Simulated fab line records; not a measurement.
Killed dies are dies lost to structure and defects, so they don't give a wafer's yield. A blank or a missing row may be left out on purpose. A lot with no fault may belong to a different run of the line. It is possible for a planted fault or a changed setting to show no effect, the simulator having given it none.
Check of tool commonality    flow nand harc    10 lots and 30 wafers in the sample

== WHY IT WAS OPENED ==
At NHARC_A_CHANNEL_HOLE_D2_CD_MEAS_10 the reading cd nm is flagged on 2 of 10 lots. Wafers without a fault read 99.8 nm, standard deviation 0.41.
Rule: a lot gets a flag if all its wafers with a number sit over 4 standard deviations from that mean, or if no wafer of it has a number. All remaining lots are regarded as sound.

lot   measured      on         cd nm (nm), wafer by wafer  flag
L789  day 14 10:38  cd sem-02  100.5 100.4 99.9            
L792  day 14 17:31  cd sem-03  100.0 99.7 100.1            
L791  day 14 17:40  cd sem-03  99.7 100.6 99.9             
L793  day 15 11:50  cd sem-03  100.2 100.0 99.8            
L798  day 17 20:14  cd sem-03  99.1 99.5 99.6              
L800  day 18 21:28  cd sem-02  99.2 99.5 98.8              
L802  day 19 09:14  cd sem-03  82.1 82.3 82.2              FLAGGED
L803  day 20 03:31  cd sem-02  85.9 84.6 85.8              FLAGGED
L809  day 21 23:18  cd sem-03  100.3 100.5 100.5           
L810  day 23 04:07  cd sem-03  100.2 100.1 100.0           
Average over the flagged lots: 83.8 nm; offset from the usual -16.0 nm, equal to -39 standard deviations.

== LOT BY LOT: THE TOOL USED ==
The record keeps 1 process step preceding the reading, out of 1302 steps on the route. In each cell: the tool, then ch and the chambers that the sampled wafers went through, then the start.
lot   flag     NHARC_A_CHANNEL_HOLE_D2_PEB_08
L789           litho track-06 ch 0, day 14 10:34
L792           litho track-01 ch 0, day 14 17:26
L791           litho track-04 ch 0, day 14 17:35
L793           litho track-04 ch 0, day 15 11:45
L798           litho track-04 ch 0, day 17 20:09
L800           litho track-04 ch 0, day 18 21:23
L802  FLAGGED  litho track-04 ch 0, day 19 09:09
L803  FLAGGED  litho track-04 ch 0, day 20 03:26
L809           litho track-06 ch 0, day 21 23:13
L810           litho track-04 ch 0, day 23 04:02
What is done by these steps:
- NHARC_A_CHANNEL_HOLE_D2_PEB_08: peb time 65 s.
- NHARC_A_CHANNEL_HOLE_D2_CD_MEAS_10: target cd 100 nm.

== FLAGGED OVER TOTAL, TOOL BY TOOL (the gauges that took the reading come last) ==
step                                tool            lots run  flagged  share of the flagged lots  sound lots run after its first flagged lot
NHARC_A_CHANNEL_HOLE_D2_PEB_08      litho track-01  1         0        none                       -
NHARC_A_CHANNEL_HOLE_D2_PEB_08      litho track-04  7         2        all                        1 (L810)
NHARC_A_CHANNEL_HOLE_D2_PEB_08      litho track-06  2         0        none                       -
NHARC_A_CHANNEL_HOLE_D2_CD_MEAS_10  cd sem-02       3         1        some                       0
NHARC_A_CHANNEL_HOLE_D2_CD_MEAS_10  cd sem-03       7         1        some                       2 (L809,L810)

== WHAT IS ALLOWED BY THE TABLE ==
All flagged lots share 1 row of the table, namely litho track-04 at NHARC_A_CHANNEL_HOLE_D2_PEB_08.
- litho track-04 at NHARC_A_CHANNEL_HOLE_D2_PEB_08 ran 7 lots, 2 of them flagged. After the first flagged lot (L810), sound lots still ran on it; a lasting fault on the whole tool would not permit that. Its own readings lie more than 4 standard deviations out on every wafer of the flagged lots: heater power total W.
No row of the table ran every flagged lot and no sound lot after the first.

== WHAT THE SIMULATOR PUT IN ==
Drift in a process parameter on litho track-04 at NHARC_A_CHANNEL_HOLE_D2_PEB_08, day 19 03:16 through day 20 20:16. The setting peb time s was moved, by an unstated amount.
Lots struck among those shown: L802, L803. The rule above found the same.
